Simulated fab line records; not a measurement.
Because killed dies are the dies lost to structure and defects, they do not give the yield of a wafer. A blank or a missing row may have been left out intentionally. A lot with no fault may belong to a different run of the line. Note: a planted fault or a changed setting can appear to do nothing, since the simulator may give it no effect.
Which tool is to blame? || flow nandHarc || 32 wafers from 12 lots sampled at 8 of the route's 1159 steps

== WHAT THE GAUGES READ, wafer by wafer ==
NHARC_P_ZERO_WELL_INSPECT_43.
{"lot": "L246", "measured": "day 2 19:32", "on": "defectInspect-02", "rawDefectCount": "7 12 9"}
{"lot": "L247", "measured": "day 3 01:47", "on": "defectInspect-02", "rawDefectCount": "11 15 10"}
{"lot": "L248", "measured": "day 3 07:19", "on": "defectInspect-01", "rawDefectCount": "10 7 3"}
{"lot": "L249", "measured": "day 3 13:35", "on": "defectInspect-01", "rawDefectCount": "9 8 2"}
{"lot": "L250", "measured": "day 3 19:52", "on": "defectInspect-02", "rawDefectCount": "7 10 14"}
{"lot": "L251", "measured": "day 4 01:33", "on": "defectInspect-01", "rawDefectCount": "14 26 15"}
{"lot": "L252", "measured": "day 4 07:25", "on": "defectInspect-01", "rawDefectCount": "10 16 15"}
{"lot": "L258", "measured": "day 5 19:44", "on": "defectInspect-02", "rawDefectCount": "291 295"}
{"lot": "L259", "measured": "day 6 01:35", "on": "defectInspect-01", "rawDefectCount": "353 356"}
{"lot": "L262", "measured": "day 6 19:35", "on": "defectInspect-01", "rawDefectCount": "14 6 11"}
{"lot": "L264", "measured": "day 7 07:26", "on": "defectInspect-02", "rawDefectCount": "11 9 27"}
{"lot": "L265", "measured": "day 7 13:19", "on": "defectInspect-02", "rawDefectCount": "40 22 29"}

NHARC_P_STI_OVL_MEAS_10.
{"lot": "L246", "measured": "day 3 12:20", "on": "overlay-02", "overlayXNm (nm)": "6 6 7", "overlayYNm (nm)": "7 8 7"}
{"lot": "L247", "measured": "day 3 17:06", "on": "overlay-01", "overlayXNm (nm)": "-3 -3 -3", "overlayYNm (nm)": "-2 -1 -2"}
{"lot": "L248", "measured": "day 3 22:40", "on": "overlay-02", "overlayXNm (nm)": "-1 0 -1", "overlayYNm (nm)": "-5 -5 -5"}
{"lot": "L249", "measured": "day 4 06:40", "on": "overlay-02", "overlayXNm (nm)": "8 8 8", "overlayYNm (nm)": "0 0 0"}
{"lot": "L250", "measured": "day 4 11:09", "on": "overlay-01", "overlayXNm (nm)": "1 1 0", "overlayYNm (nm)": "4 4 4"}
{"lot": "L251", "measured": "day 4 19:21", "on": "overlay-01", "overlayXNm (nm)": "4 4 4", "overlayYNm (nm)": "13 13 12"}
{"lot": "L252", "measured": "day 4 19:31", "on": "overlay-01", "overlayXNm (nm)": "9 9 10", "overlayYNm (nm)": "-3 -2 -3"}
{"lot": "L258", "measured": "day 6 13:58", "on": "overlay-01", "overlayXNm (nm)": 4, "overlayYNm (nm)": 6}
{"lot": "L259", "measured": "day 6 16:58", "on": "overlay-01", "overlayXNm (nm)": 7, "overlayYNm (nm)": -5}
{"lot": "L262", "measured": "day 7 11:03", "on": "overlay-01", "overlayXNm (nm)": "7 8 8", "overlayYNm (nm)": "1 0 1"}
{"lot": "L264", "measured": "day 8 00:04", "on": "overlay-02", "overlayXNm (nm)": "6 6 5", "overlayYNm (nm)": "0 0 0"}
{"lot": "L265", "measured": "day 8 05:23", "on": "overlay-01", "overlayXNm (nm)": "19 19 19", "overlayYNm (nm)": "0 -1 0"}

NHARC_P_STI_INSPECT_11.
{"lot": "L246", "measured": "day 3 12:22", "on": "defectInspect-01", "rawDefectCount": "2 7 4"}
{"lot": "L247", "measured": "day 3 17:08", "on": "defectInspect-01", "rawDefectCount": "6 6 3"}
{"lot": "L248", "measured": "day 3 22:42", "on": "defectInspect-02", "rawDefectCount": "5 1 6"}
{"lot": "L249", "measured": "day 4 06:41", "on": "defectInspect-02", "rawDefectCount": "5 3 10"}
{"lot": "L250", "measured": "day 4 11:11", "on": "defectInspect-02", "rawDefectCount": "6 7 7"}
{"lot": "L251", "measured": "day 4 19:23", "on": "defectInspect-02", "rawDefectCount": "6 8 4"}
{"lot": "L252", "measured": "day 4 19:32", "on": "defectInspect-02", "rawDefectCount": "5 6 2"}
{"lot": "L258", "measured": "day 6 14:00", "on": "defectInspect-02", "rawDefectCount": "285 284"}
{"lot": "L259", "measured": "day 6 17:00", "on": "defectInspect-02", "rawDefectCount": "340 342"}
{"lot": "L262", "measured": "day 7 11:05", "on": "defectInspect-01", "rawDefectCount": "5 3 5"}
{"lot": "L264", "measured": "day 8 00:06", "on": "defectInspect-01", "rawDefectCount": "6 3 8"}
{"lot": "L265", "measured": "day 8 05:25", "on": "defectInspect-02", "rawDefectCount": "5 4 4"}

NHARC_END_SORT_01.
{"lot": "L249", "measured": "day 21 04:43", "on": "prober-02", "killedAtArray": "44 49", "killedAtOther": "2 2", "killedAtPeriphery": "2 4", "killedDies": "48 55", "killedOpen": "6 4", "killedShort": "2 3"}
{"lot": "L258", "measured": "day 24 17:58", "on": "prober-01", "killedAtArray": 34, "killedAtOther": 0, "killedAtPeriphery": 67, "killedDies": 101, "killedOpen": 3, "killedShort": 2}
{"lot": "L259", "measured": "day 23 15:52", "on": "prober-01", "killedAtArray": 24, "killedAtOther": 0, "killedAtPeriphery": 76, "killedDies": 100, "killedOpen": 1, "killedShort": 1}

== TOOL THAT RAN EACH LOT (tool first, then ch and the chambers of the sampled wafers, then the start) ==
{"lot": "L246", "NHARC_P_ZERO_WELL_PECVD_02": "pecvd-01 ch 0,1,2, day 2 12:26", "NHARC_P_ZERO_WELL_ETCH_63": "rieSi-04 ch 1,2,3, day 2 13:42", "NHARC_P_STI_ETCH_26": "wetBench-02 ch 0,6,7, day 2 19:36", "NHARC_P_STI_ETCH_42": "rieDiel-09 ch 0,1, day 3 12:35"}
{"lot": "L247", "NHARC_P_ZERO_WELL_PECVD_02": "pecvd-02 ch 0,1,2, day 2 18:29", "NHARC_P_ZERO_WELL_ETCH_63": "rieSi-02 ch 1,2,3, day 2 19:41", "NHARC_P_STI_ETCH_26": "wetBench-02 ch 1,2,5, day 3 01:51", "NHARC_P_STI_ETCH_42": "rieDiel-09 ch 1,3, day 3 17:22"}
{"lot": "L248", "NHARC_P_ZERO_WELL_PECVD_02": "pecvd-03 ch 0,1,2, day 3 00:26", "NHARC_P_ZERO_WELL_ETCH_63": "rieSi-02 ch 0,1,3, day 3 01:40", "NHARC_P_STI_ETCH_26": "wetBench-07 ch 0,3,5, day 3 07:22", "NHARC_P_STI_ETCH_42": "rieDiel-02 ch 1,2, day 3 22:56"}
{"lot": "L249", "NHARC_P_ZERO_WELL_PECVD_02": "pecvd-02 ch 0,2, day 3 06:29", "NHARC_P_ZERO_WELL_ETCH_63": "rieSi-04 ch 0,2, day 3 07:32", "NHARC_P_STI_ETCH_26": "wetBench-07 ch 0,4,7, day 3 13:38", "NHARC_P_STI_ETCH_42": "rieDiel-02 ch 1,2,3, day 4 06:55"}
{"lot": "L250", "NHARC_P_ZERO_WELL_PECVD_02": "pecvd-02 ch 1,2, day 3 12:34", "NHARC_P_ZERO_WELL_ETCH_63": "rieSi-03 ch 0,1,3, day 3 13:50", "NHARC_P_STI_ETCH_26": "wetBench-05 ch 2,4,6, day 3 19:55", "NHARC_P_STI_ETCH_42": "rieDiel-02 ch 0,1,3, day 4 11:25"}
{"lot": "L251", "NHARC_P_ZERO_WELL_PECVD_02": "pecvd-02 ch 0,1, day 3 18:29", "NHARC_P_ZERO_WELL_ETCH_63": "rieSi-04 ch 1,2,3, day 3 19:39", "NHARC_P_STI_ETCH_26": "wetBench-02 ch 3,6,7, day 4 01:37", "NHARC_P_STI_ETCH_42": "rieDiel-02 ch 0,1,3, day 4 19:38"}
{"lot": "L252", "NHARC_P_ZERO_WELL_PECVD_02": "pecvd-02 ch 0,1,2, day 4 00:27", "NHARC_P_ZERO_WELL_ETCH_63": "rieSi-02 ch 1,2,3, day 4 01:39", "NHARC_P_STI_ETCH_26": "wetBench-02 ch 1,4,6, day 4 07:29", "NHARC_P_STI_ETCH_42": "rieDiel-09 ch 0,1,2, day 4 19:47"}
{"lot": "L258", "NHARC_P_ZERO_WELL_PECVD_02": "pecvd-01 ch 1, day 5 12:38", "NHARC_P_ZERO_WELL_ETCH_63": "rieSi-04 ch 1, day 5 13:40", "NHARC_P_STI_ETCH_26": "wetBench-07 ch 3, day 5 21:24", "NHARC_P_STI_ETCH_42": "rieDiel-09 ch 0, day 6 17:41"}
{"lot": "L259", "NHARC_P_ZERO_WELL_PECVD_02": "pecvd-01 ch 1, day 5 18:43", "NHARC_P_ZERO_WELL_ETCH_63": "rieSi-04 ch 1, day 5 19:39", "NHARC_P_STI_ETCH_26": "wetBench-07 ch 7, day 6 05:28", "NHARC_P_STI_ETCH_42": "rieDiel-02 ch 2, day 6 20:06"}
{"lot": "L262", "NHARC_P_ZERO_WELL_PECVD_02": "pecvd-03 ch 1,2, day 6 12:29", "NHARC_P_ZERO_WELL_ETCH_63": "rieSi-02 ch 0,2,3, day 6 13:42", "NHARC_P_STI_ETCH_26": "wetBench-02 ch 0,4,7, day 6 19:39", "NHARC_P_STI_ETCH_42": "rieDiel-09 ch 1,2, day 7 11:18"}
{"lot": "L264", "NHARC_P_ZERO_WELL_PECVD_02": "pecvd-03 ch 0,1,2, day 7 00:31", "NHARC_P_ZERO_WELL_ETCH_63": "rieSi-02 ch 1,2,3, day 7 01:31", "NHARC_P_STI_ETCH_26": "wetBench-02 ch 0,2,7, day 7 07:30", "NHARC_P_STI_ETCH_42": "rieDiel-06 ch 0,1, day 8 00:19"}
{"lot": "L265", "NHARC_P_ZERO_WELL_PECVD_02": "pecvd-02 ch 1,2, day 7 06:32", "NHARC_P_ZERO_WELL_ETCH_63": "rieSi-03 ch 0,1, day 7 07:40", "NHARC_P_STI_ETCH_26": "wetBench-02 ch 1,3,5, day 7 13:22", "NHARC_P_STI_ETCH_42": "rieDiel-02 ch 1,2, day 8 05:38"}
- NHARC_P_ZERO_WELL_PECVD_02: deposits SiO2, target thk 10 nm.
- NHARC_P_ZERO_WELL_ETCH_63: etches the open film in HBr/Cl2, target depth 120 nm, time 40.1 s.
- NHARC_P_STI_ETCH_26: etches SiO2 in dHF, target depth 11 nm.
- NHARC_P_STI_ETCH_42: etches the open film in N2/H2, target depth 80 nm, overetch 24 nm, time 61 s.

== WHAT THE TOOLS THEMSELVES READ (means of the sampled wafers that have a number; where no wafer has one, the mark that the record gives instead) ==
NHARC_P_ZERO_WELL_ETCH_63.
{"lot": "L246", "tool": "rieSi-04", "biasW (W)": 99.9, "drypumpMotorCurrentA (A)": 5.6, "oesProductAu (a.u.)": 0.999, "throttleValvePct (%)": 26.412}
{"lot": "L247", "tool": "rieSi-02", "biasW (W)": 100.0, "drypumpMotorCurrentA (A)": 5.5, "oesProductAu (a.u.)": 1.005, "throttleValvePct (%)": 26.408}
{"lot": "L248", "tool": "rieSi-02", "biasW (W)": 100.0, "drypumpMotorCurrentA (A)": 5.9, "oesProductAu (a.u.)": 1.013, "throttleValvePct (%)": 26.400}
{"lot": "L249", "tool": "rieSi-04", "biasW (W)": 100.0, "drypumpMotorCurrentA (A)": 5.6, "oesProductAu (a.u.)": 0.997, "throttleValvePct (%)": 26.412}
{"lot": "L250", "tool": "rieSi-03", "biasW (W)": 100.0, "drypumpMotorCurrentA (A)": 5.6, "oesProductAu (a.u.)": 1.001, "throttleValvePct (%)": 26.414}
{"lot": "L251", "tool": "rieSi-04", "biasW (W)": 99.9, "drypumpMotorCurrentA (A)": 5.6, "oesProductAu (a.u.)": 1.006, "throttleValvePct (%)": 26.404}
{"lot": "L252", "tool": "rieSi-02", "biasW (W)": 100.3, "drypumpMotorCurrentA (A)": 5.5, "oesProductAu (a.u.)": 1.008, "throttleValvePct (%)": 26.406}
{"lot": "L258", "tool": "rieSi-04", "biasW (W)": 100.0, "drypumpMotorCurrentA (A)": 4.9, "oesProductAu (a.u.)": 0.988, "throttleValvePct (%)": 26.409}
{"lot": "L259", "tool": "rieSi-04", "biasW (W)": 99.9, "drypumpMotorCurrentA (A)": 4.9, "oesProductAu (a.u.)": 0.984, "throttleValvePct (%)": 26.396}
{"lot": "L262", "tool": "rieSi-02", "biasW (W)": 100.0, "drypumpMotorCurrentA (A)": 5.9, "oesProductAu (a.u.)": 1.018, "throttleValvePct (%)": 26.402}
{"lot": "L264", "tool": "rieSi-02", "biasW (W)": 99.9, "drypumpMotorCurrentA (A)": 5.5, "oesProductAu (a.u.)": 1.006, "throttleValvePct (%)": 26.411}
{"lot": "L265", "tool": "rieSi-03", "biasW (W)": 100.0, "drypumpMotorCurrentA (A)": 5.6, "oesProductAu (a.u.)": 0.989, "throttleValvePct (%)": 26.404}

NHARC_P_STI_ETCH_42.
{"lot": "L246", "tool": "rieDiel-09", "biasW (W)": 150.4, "drypumpMotorCurrentA (A)": 5.6, "oesProductAu (a.u.)": 1.003, "rfVppV (V)": 432.2, "showerheadPlenumPTorr (Torr)": 2.07, "throttleValvePct (%)": 14.179}
{"lot": "L247", "tool": "rieDiel-09", "biasW (W)": 149.8, "drypumpMotorCurrentA (A)": 5.5, "oesProductAu (a.u.)": 0.989, "rfVppV (V)": 433.5, "showerheadPlenumPTorr (Torr)": 2.12, "throttleValvePct (%)": 14.164}
{"lot": "L248", "tool": "rieDiel-02", "biasW (W)": 150.0, "drypumpMotorCurrentA (A)": 5.9, "oesProductAu (a.u.)": 0.997, "rfVppV (V)": 431.5, "showerheadPlenumPTorr (Torr)": 2.08, "throttleValvePct (%)": 14.178}
{"lot": "L249", "tool": "rieDiel-02", "biasW (W)": 149.7, "drypumpMotorCurrentA (A)": 6.1, "oesProductAu (a.u.)": 1.009, "rfVppV (V)": 431.8, "showerheadPlenumPTorr (Torr)": 2.10, "throttleValvePct (%)": 14.171}
{"lot": "L250", "tool": "rieDiel-02", "biasW (W)": 149.9, "drypumpMotorCurrentA (A)": 5.6, "oesProductAu (a.u.)": 0.998, "rfVppV (V)": 431.3, "showerheadPlenumPTorr (Torr)": 2.05, "throttleValvePct (%)": 14.169}
{"lot": "L251", "tool": "rieDiel-02", "biasW (W)": 150.5, "drypumpMotorCurrentA (A)": 5.6, "oesProductAu (a.u.)": 0.990, "rfVppV (V)": 430.6, "showerheadPlenumPTorr (Torr)": 2.05, "throttleValvePct (%)": 14.170}
{"lot": "L252", "tool": "rieDiel-09", "biasW (W)": 149.8, "drypumpMotorCurrentA (A)": 5.8, "oesProductAu (a.u.)": 0.999, "rfVppV (V)": 431.4, "showerheadPlenumPTorr (Torr)": 2.08, "throttleValvePct (%)": 14.177}
{"lot": "L258", "tool": "rieDiel-09", "biasW (W)": 150.0, "drypumpMotorCurrentA (A)": 5.6, "oesProductAu (a.u.)": 0.984, "rfVppV (V)": 433.8, "showerheadPlenumPTorr (Torr)": 2.13, "throttleValvePct (%)": 14.172}
{"lot": "L259", "tool": "rieDiel-02", "biasW (W)": 150.2, "drypumpMotorCurrentA (A)": 6.4, "oesProductAu (a.u.)": 1.012, "rfVppV (V)": 431.6, "showerheadPlenumPTorr (Torr)": 2.07, "throttleValvePct (%)": 14.170}
{"lot": "L262", "tool": "rieDiel-09", "biasW (W)": 150.2, "drypumpMotorCurrentA (A)": 5.9, "oesProductAu (a.u.)": 0.996, "rfVppV (V)": 431.7, "showerheadPlenumPTorr (Torr)": 2.06, "throttleValvePct (%)": 14.174}
{"lot": "L264", "tool": "rieDiel-06", "biasW (W)": 149.9, "drypumpMotorCurrentA (A)": 5.7, "oesProductAu (a.u.)": 1.020, "rfVppV (V)": 429.4, "showerheadPlenumPTorr (Torr)": 1.98, "throttleValvePct (%)": 14.168}
{"lot": "L265", "tool": "rieDiel-02", "biasW (W)": 150.0, "drypumpMotorCurrentA (A)": 6.1, "oesProductAu (a.u.)": 1.014, "rfVppV (V)": 431.5, "showerheadPlenumPTorr (Torr)": 2.07, "throttleValvePct (%)": 14.175}

== THE ANSWER, worked out from the rows above alone ==
Rule: the lots themselves supply what counts as usual. Put in order of their means at a reading, lots are off if they are a third of the lots or fewer, leave a main group of 4 or more, and stand apart from it by a gap of 3 or more times the standard deviation of the main group's means; of several such gaps the widest counts. If all means in a main group match to the digits the tables above print for the reading, that group is not used. A lot without any number at a reading at which 4 lots or more have one is off too. Any other lot the step has rows for is counted as sound. First the gauges in route order, then the tools' own readings, where a lot's mean is used as printed above. The first step at which some lot is off is used, and at that step the reading that is off furthest; a lot without a number counts as furthest.
Off: L258, L259 (NHARC_P_ZERO_WELL_INSPECT_43, rawDefectCount). The main group: mean 13, standard deviation 6.7.
A tool fits if, at a process step before that reading, it ran every lot that is off, and no sound lot after the first of them. Not tried: the gauges at NHARC_P_ZERO_WELL_INSPECT_43; whatever is off there is also off at NHARC_P_ZERO_WELL_ETCH_63, on other tools, and gauge error can't account for it. Undecided on this evidence; 2 tools fit (pecvd-01 at NHARC_P_ZERO_WELL_PECVD_02, rieSi-04 at NHARC_P_ZERO_WELL_ETCH_63).

== WHAT THE SIMULATOR HAD PUT IN ==
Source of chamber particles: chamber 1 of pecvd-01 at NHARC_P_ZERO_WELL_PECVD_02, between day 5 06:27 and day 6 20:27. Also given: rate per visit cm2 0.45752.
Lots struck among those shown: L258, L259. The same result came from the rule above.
